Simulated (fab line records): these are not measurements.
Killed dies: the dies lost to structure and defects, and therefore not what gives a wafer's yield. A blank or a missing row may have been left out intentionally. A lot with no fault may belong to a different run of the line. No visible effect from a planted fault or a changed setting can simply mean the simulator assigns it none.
Check for tools in common + flow nand-harc + 18 wafers sampled across 6 lots

== WHY IT WAS OPENED ==
Flagged at NHARC_END_SORT_01: reading killed-at-array, on 2 of 6 lots. Fault-free wafers read 55, with a standard deviation of 12.
Rule: a lot is flagged in two cases, either no wafer of it has a number, or all its wafers with numbers fall more than 4 standard deviations from that mean. As for the other lots, they are considered sound.

| lot  | measured     | on        | killed-at-array, wafer by wafer | flag    |
|------|--------------|-----------|---------------------------------|---------|
| L579 | day 25 10:31 | prober-02 | 68 75 71                        |         |
| L582 | day 27 16:29 | prober-02 | 672 668 666                     | FLAGGED |
| L584 | day 28 01:38 | prober-01 | 674 670 672                     | FLAGGED |
| L591 | day 31 04:52 | prober-01 | 66 66 64                        |         |
| L593 | day 31 12:39 | prober-01 | 52 58 52                        |         |
| L595 | day 32 02:43 | prober-02 | 38 38 43                        |         |
Average over the flagged lots: 670; offset from the usual +615, equal to +51 standard deviations.

== WHICH TOOL RAN EACH LOT ==
4 process steps preceding the reading are held in the record, out of 1302 steps in the route. Read each cell as the tool, then ch plus the chambers that the sampled wafers visited, then the start.
| lot  | flag    | NHARC_A_STAIRCASE_ETCH_199                    | NHARC_A_STAIRCASE_TRIM_202                    | NHARC_A_STAIRCASE_TRIM_229         | NHARC_A_STAIRCASE_ETCH_230         |
|------|---------|-----------------------------------------------|-----------------------------------------------|------------------------------------|------------------------------------|
| L579 |         | rie-diel-02 ch 0,1,2, day 17 06:22 or earlier | rie-diel-02 ch 1,2,3, day 17 06:22 or earlier | rie-diel-02 ch 0,1,2, day 17 06:22 | rie-diel-02 ch 1,2,3, day 17 06:34 |
| L582 | FLAGGED | rie-diel-02 ch 0,1,2, day 19 00:31 or earlier | rie-diel-02 ch 0,1,3, day 19 00:31 or earlier | rie-diel-02 ch 0,2,3, day 19 00:31 | rie-diel-02 ch 0,1,3, day 19 00:43 |
| L584 | FLAGGED | rie-diel-02 ch 2,3, day 19 18:55 or earlier   | rie-diel-02 ch 0,2,3, day 19 18:55 or earlier | rie-diel-11 ch 0,2,3, day 19 18:55 | rie-diel-11 ch 1,2, day 19 19:04   |
| L591 |         | rie-diel-02 ch 0,2,3, day 22 16:08 or earlier | rie-diel-02 ch 1,3, day 22 16:08 or earlier   | rie-diel-11 ch 1,2,3, day 22 16:08 | rie-diel-11 ch 0,1,3, day 22 16:17 |
| L593 |         | rie-diel-11 ch 1,2, day 23 04:16 or earlier   | rie-diel-11 ch 0,3, day 23 04:16 or earlier   | rie-diel-11 ch 1,3, day 23 04:16   | rie-diel-11 ch 0,3, day 23 04:26   |
| L595 |         | rie-diel-11 ch 1,2, day 23 23:52 or earlier   | rie-diel-11 ch 1,2, day 23 23:52 or earlier   | rie-diel-11 ch 0,1, day 23 23:52   | rie-diel-11 ch 0,1,3, day 24 00:02 |
These steps, and what they do:
- NHARC_A_STAIRCASE_ETCH_199: etches the open film in C4F8/O2, target depth 100 nm, time 40.5 s.
- NHARC_A_STAIRCASE_TRIM_202: chemistry O2, time 211.2 s.
- NHARC_A_STAIRCASE_TRIM_229: chemistry O2, time 211.2 s.
- NHARC_A_STAIRCASE_ETCH_230: etches the open film in C4F8/O2, target depth 100 nm, time 40.5 s.
- NHARC_END_SORT_01

== FLAGGED AGAINST TOTAL, ONE TOOL AT A TIME (gauges that did the reading follow at the end) ==
| step                       | tool        | lots run | flagged | share of the flagged lots | sound lots run after its first flagged lot |
|----------------------------|-------------|----------|---------|---------------------------|--------------------------------------------|
| NHARC_A_STAIRCASE_ETCH_199 | rie-diel-02 | 4        | 2       | all                       | 1 (L591)                                   |
| NHARC_A_STAIRCASE_ETCH_199 | rie-diel-11 | 2        | 0       | none                      | -                                          |
| NHARC_A_STAIRCASE_TRIM_202 | rie-diel-02 | 4        | 2       | all                       | 1 (L591)                                   |
| NHARC_A_STAIRCASE_TRIM_202 | rie-diel-11 | 2        | 0       | none                      | -                                          |
| NHARC_A_STAIRCASE_TRIM_229 | rie-diel-02 | 2        | 1       | some                      | 0                                          |
| NHARC_A_STAIRCASE_TRIM_229 | rie-diel-11 | 4        | 1       | some                      | 3 (L591,L593,L595)                         |
| NHARC_A_STAIRCASE_ETCH_230 | rie-diel-02 | 2        | 1       | some                      | 0                                          |
| NHARC_A_STAIRCASE_ETCH_230 | rie-diel-11 | 4        | 1       | some                      | 3 (L591,L593,L595)                         |
| NHARC_END_SORT_01          | prober-01   | 3        | 1       | some                      | 2 (L591,L593)                              |
| NHARC_END_SORT_01          | prober-02   | 3        | 1       | some                      | 1 (L595)                                   |
NHARC_A_STAIRCASE_ETCH_199: start missing for some lots; hours and lot order therefore follow NHARC_A_STAIRCASE_TRIM_229. NHARC_A_STAIRCASE_TRIM_202: start missing for some lots; hours and lot order therefore follow NHARC_A_STAIRCASE_TRIM_229.

== WHAT THE TABLE PERMITS ==
Rows of the table that ran all the flagged lots, 2 in number: rie-diel-02 at NHARC_A_STAIRCASE_ETCH_199; rie-diel-02 at NHARC_A_STAIRCASE_TRIM_202.
- rie-diel-02 at NHARC_A_STAIRCASE_ETCH_199 ran 4 lots, 2 of them flagged. Sound lots followed the first flagged one (L591) on it, something a lasting fault affecting the whole tool could not allow.
- rie-diel-02 at NHARC_A_STAIRCASE_TRIM_202 ran 4 lots, 2 of them flagged. Sound lots followed the first flagged one (L591) on it, something a lasting fault affecting the whole tool could not allow.
There is no row in the table that ran each flagged lot and no sound lot after the first.

== WHAT THE SIMULATOR HAD INSERTED ==
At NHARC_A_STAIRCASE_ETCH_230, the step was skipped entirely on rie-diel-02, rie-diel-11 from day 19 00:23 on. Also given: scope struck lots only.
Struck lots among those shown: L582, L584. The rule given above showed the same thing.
